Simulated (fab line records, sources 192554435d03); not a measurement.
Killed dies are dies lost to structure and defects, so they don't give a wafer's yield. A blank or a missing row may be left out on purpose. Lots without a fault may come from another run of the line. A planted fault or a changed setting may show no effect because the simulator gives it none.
Chamber matching | flow n5_finfet | N5_MOL_CONTACT_COAG_ALD_20 on ald_metal-02: 4 sister chambers
The step deposits TiN, target thk 1.5 nm, pulse time 1 s, purge time 3 s. 4 wafers are shown with their chamber, then 12 later ones without.

WAFERS WITH THEIR CHAMBER
wafer  | chamber | heater_power_w (W)
L089.2 | 3       | 910
L091.5 | 0       | 961
L092.3 | 1       | 812
L092.5 | 2       | 974

WAFERS WITHOUT THEIR CHAMBER
wafer  | heater_power_w (W)
L093.1 | 931
L093.3 | 812
L093.6 | 917
L094.2 | 822
L094.3 | 965
L094.5 | 954
L095.3 | 933
L095.4 | 955
L095.5 | 953
L096.3 | 969
L096.4 | 805
L096.5 | 916

WHICH CHAMBER EACH WENT THROUGH
wafer  | from the rows above          | in truth
L093.1 | can't be placed: 3 or 0      | 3
L093.3 | 1                            | 1
L093.6 | 3                            | 3
L094.2 | 1                            | 1
L094.3 | can't be placed: 0 or 2      | 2
L094.5 | can't be placed: 0 or 2      | 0
L095.3 | can't be placed: 3 or 0 or 2 | 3
L095.4 | can't be placed: 0 or 2      | 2
L095.5 | can't be placed: 0 or 2      | 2
L096.3 | can't be placed: 2 or 0      | 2
L096.4 | 1                            | 1
L096.5 | 3                            | 3
Placed correctly: 5 of 12. Can't be placed from these rows: 7 (the true chamber is among the candidates in 7). Placed wrongly: 0.
How it was worked out, from the rows above alone: a wafer's distance from a chamber is the root of the sum, over the readings, of the square of ((its reading less the chamber's mean) divided by the reading's scatter). The wafer belongs to the nearest chamber; if the next one is less than 2 further off, it can't be placed. A chamber's mean is the mean of its shown wafers. The scatter: with one shown wafer a chamber, the root of the mean of the squares of how far each hidden wafer lies from its nearest shown one.
